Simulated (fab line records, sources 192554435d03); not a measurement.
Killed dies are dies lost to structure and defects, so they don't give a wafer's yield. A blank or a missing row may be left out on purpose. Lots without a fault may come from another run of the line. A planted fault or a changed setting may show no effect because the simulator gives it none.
Problem report in the 8D (eight disciplines) form, filled by code | flow n5_finfet | the parts of the form that need people (team, actions taken, sign-off) are left out

1. THE PROBLEM
susceptor_temp_C at N5_FIN_SAQP_SPACER1_ALD_24 reads a mean of 289.32 C on 1 wafer of 1 lot; wafers without a fault read 299.98 C with a standard deviation of 0.2. That is -53 standard deviations from the usual mean.
The step: deposits SiO2, target thk 20.3 nm, pulse time 1 s, purge time 2 s.
First seen on wafer L674.2, day 5 05:49, on ald_sin-02. The record holds 24 wafers of 8 lots with a number at this step. Rule for "out", or "out of limits": more than 4 standard deviations from the usual mean. The other wafers with a number count as sound.

2. WHAT IT IS AND WHAT IT IS NOT
question                    | is               | is not
which readings at this step | susceptor_temp_C | heater_power_w, precursor_pulse_height_rel
which lots                  | L674             | L661, L662, L663, L681, L682, L683, L684
which wafers of those lots  | L674.2           | L674.1, L674.5
read on which tools         | ald_sin-02       | ald_sin-01, ald_sin-03
when                        | from day 5 05:49 | up to then (11 sound wafers); but 12 sound wafers of L681, L682, L683, L684 came after

3. SUSPECTS, AND WHAT RULES EACH OUT
Counting: a tool at a process step up to the reading stays a suspect if it ran every lot that is out. Sound lots after the first of them don't rule it out here, since some wafers of a struck lot are sound.
- rie_diel-01 at N5_FIN_SAQP_DESCUM_21 (chemistry O2, time 7.9 s): kept. It ran the lot that is out, L674 (day 5 04:43).
- rie_diel-01 at N5_FIN_SAQP_ETCH_52 (etches SOC in N2/H2, target depth 100 nm, overetch 20 nm, time 150 s): kept. It ran the lot that is out, L674 (day 5 04:48).
- ald_sin-02 at N5_FIN_SAQP_SPACER1_ALD_24 (deposits SiO2, target thk 20.3 nm, pulse time 1 s, purge time 2 s): kept. It ran the lot that is out, L674 (day 5 05:49); its last sound lot up to then is L661 (day 1 22:29). Its own readings are out on those wafers: susceptor_temp_C.
- Within rie_diel-01 at N5_FIN_SAQP_DESCUM_21: the wafers that are out ran in chamber 1; their sound lot-mates ran in chambers 0, 2.
- Within rie_diel-01 at N5_FIN_SAQP_ETCH_52: the wafers that are out ran in chamber 1; their sound lot-mates ran in chambers 0, 2.
- Within ald_sin-02 at N5_FIN_SAQP_SPACER1_ALD_24: the wafers that are out ran in chamber 2; their sound lot-mates ran in chamber 3.
Left after counting: rie_diel-01 at N5_FIN_SAQP_DESCUM_21, rie_diel-01 at N5_FIN_SAQP_ETCH_52, ald_sin-02 at N5_FIN_SAQP_SPACER1_ALD_24.

4. THE CAUSE (what the simulator had put in)
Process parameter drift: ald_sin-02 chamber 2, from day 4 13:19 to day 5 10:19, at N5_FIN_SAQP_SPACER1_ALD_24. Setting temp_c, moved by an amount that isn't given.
Counting left 3 suspects, and this tool is among them.

5. THE CHAIN OF EFFECTS, in route order
Each row: a reading whose mean over the struck wafers that have a number lies more than 3 standard deviations from the usual. Only readings for which the record gives a usual standard deviation are gone through. hours: the time from each lot's start at the first step in this table that gives one to its start at this step, as a median over the lots. sigmas: the change in usual standard deviations.
hours | step                       | reading          | usual    | on struck wafers | change | sigmas
0     | N5_FIN_SAQP_SPACER1_ALD_24 | susceptor_temp_C | 299.98 C | 289.32           | -10.66 | -53
The process steps in it:
- N5_FIN_SAQP_SPACER1_ALD_24: deposits SiO2, target thk 20.3 nm, pulse time 1 s, purge time 2 s.
Later measuring or inspecting steps at which every struck wafer that the step has a row for has a number for every such reading, and none has moved that far: N5_BEOL_M4_RC_MEAS_101.

6. WHAT WOULD HAVE CAUGHT IT SOONER
In this record the first reading out of limits was taken at day 5 05:49, 17 hours after the fault began at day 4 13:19.
